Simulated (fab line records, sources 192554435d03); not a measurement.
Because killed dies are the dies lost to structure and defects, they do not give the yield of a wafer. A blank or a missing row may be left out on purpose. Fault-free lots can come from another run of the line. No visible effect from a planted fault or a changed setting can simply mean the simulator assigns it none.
Comparing a struck lot with a sound one + flow n5_finfet + 14 steps out of a route of 1938
Sound: wafers L698.1, L698.2, L698.4. Struck: wafers L718.4, L718.5. (L718.3 of the same lot was not struck and is left out.) The cause comes at the end.
Order at every step that has rows: each side's tool, ch and its chambers, its first start. Under that, the readings that differ: sound wafers + struck wafers + difference of the means + sigmas: that difference in standard deviations of wafers without a fault.
alike: a reading whose means differ by less than 2 such deviations, as well as words and numbers matching on both sides. not compared: withheld readings; readings where some wafer has no value; bounds like >300 that might hide an equal value; numbers whose values overlap and for which the record gives no deviation.
A row with sigmas, a row that says differs or no value, or rows on one side alone: a step with any of these is where the two part. Numbers that don't overlap but have no deviation are shown without sigmas and don't part them. Lack of a reading on every wafer of one side parts them only where that side has two or more wafers.

first, 8 steps without rows for these wafers: N5_BEOL_M14_COAT_58 (time 60 s, resist thk 89 nm); N5_BEOL_M14_COAT_04 (resist thk 800 nm); N5_BEOL_M14_EBR_06; N5_BEOL_M14_SOFTBAKE_05 (time 60 s); N5_BEOL_M14_EXPOSE_07 (exposes mask V13); N5_BEOL_M14_PEB_08 (peb time 90 s); N5_BEOL_M14_DEVELOP_09 (develop time 45 s); N5_BEOL_M14_HARDBAKE_14 (time 120 s).
N5_BEOL_M14_CD_MEAS_10 targets a cd of 250 nm.
  sound on cd_sem-02 ch 0, day 11 20:34; struck on cd_sem-01 ch 0, day 16 13:48
  alike: cd_nm
N5_BEOL_M14_OVL_MEAS_11:
  sound on overlay-02 ch 0, day 11 20:36; struck on overlay-01 ch 0, day 16 13:50
  alike: V13_OVL
N5_BEOL_M14_INSPECT_12: inspects for defects (macro).
  sound on defect_inspect-02, day 11 20:38; struck on defect_inspect-01, day 16 13:51
  alike: raw_defect_count
N5_BEOL_M14_DESCUM_15: chemistry O2, time 7.9 s.
  sound on rie_diel-05 ch 1,2,3, day 11 20:40; struck on rie_diel-01 ch 0, day 16 14:00
| reading                | sound             | struck      | difference | sigmas |
|------------------------|-------------------|-------------|------------|--------|
| throttle_valve_pct (%) | 20.16 20.60 20.57 | 19.91 19.88 | -0.55      | -2     |
  alike: drypump_motor_current_A, oes_product_au, rf_vpp_V, showerhead_plenum_p_Torr
  not compared: rf_hours_counter_h
N5_BEOL_M14_ETCH_59: etches BARC in N2/H2, target depth 89 nm, overetch 26.7 nm, time 67.9 s.
  sound on rie_diel-05 ch 1,2,3, day 11 20:42; struck on rie_diel-01 ch 0, day 16 14:02
| reading                | sound             | struck      | difference | sigmas |
|------------------------|-------------------|-------------|------------|--------|
| h2_flow_sccm (sccm)    | 200.5 199.9 200.4 | 179.4 181.1 | -20.0      | -33    |
| throttle_valve_pct (%) | 17.67 18.10 18.11 | 16.83 16.82 | -1.14      | -5     |
  alike: bias_w, drypump_motor_current_A, oes_product_au, rf_vpp_V, showerhead_plenum_p_Torr
  not compared: rf_hours_counter_h
N5_BEOL_M14_VIA_ETCH_16: etches SiO2 in C4F8/O2/Ar, target depth 1231.3 nm.
  sound on rie_diel-05 ch 1,2,3, day 11 20:45; struck on rie_diel-01 ch 0, day 16 14:05
| reading                | sound             | struck      | difference | sigmas |
|------------------------|-------------------|-------------|------------|--------|
| rf_vpp_V (V)           | 2200 2192 2200    | 2239 2238   | +41        | +2     |
| throttle_valve_pct (%) | 30.64 31.03 31.00 | 30.25 30.23 | -0.65      | -3     |
  alike: bias_w, drypump_motor_current_A, he_inner_torr, oes_product_au, showerhead_plenum_p_Torr

## WHERE THEY PART
Earliest at N5_BEOL_M14_DESCUM_15; latest, in this record, at N5_BEOL_M14_VIA_ETCH_16.

WHY: what had been put in by the simulator
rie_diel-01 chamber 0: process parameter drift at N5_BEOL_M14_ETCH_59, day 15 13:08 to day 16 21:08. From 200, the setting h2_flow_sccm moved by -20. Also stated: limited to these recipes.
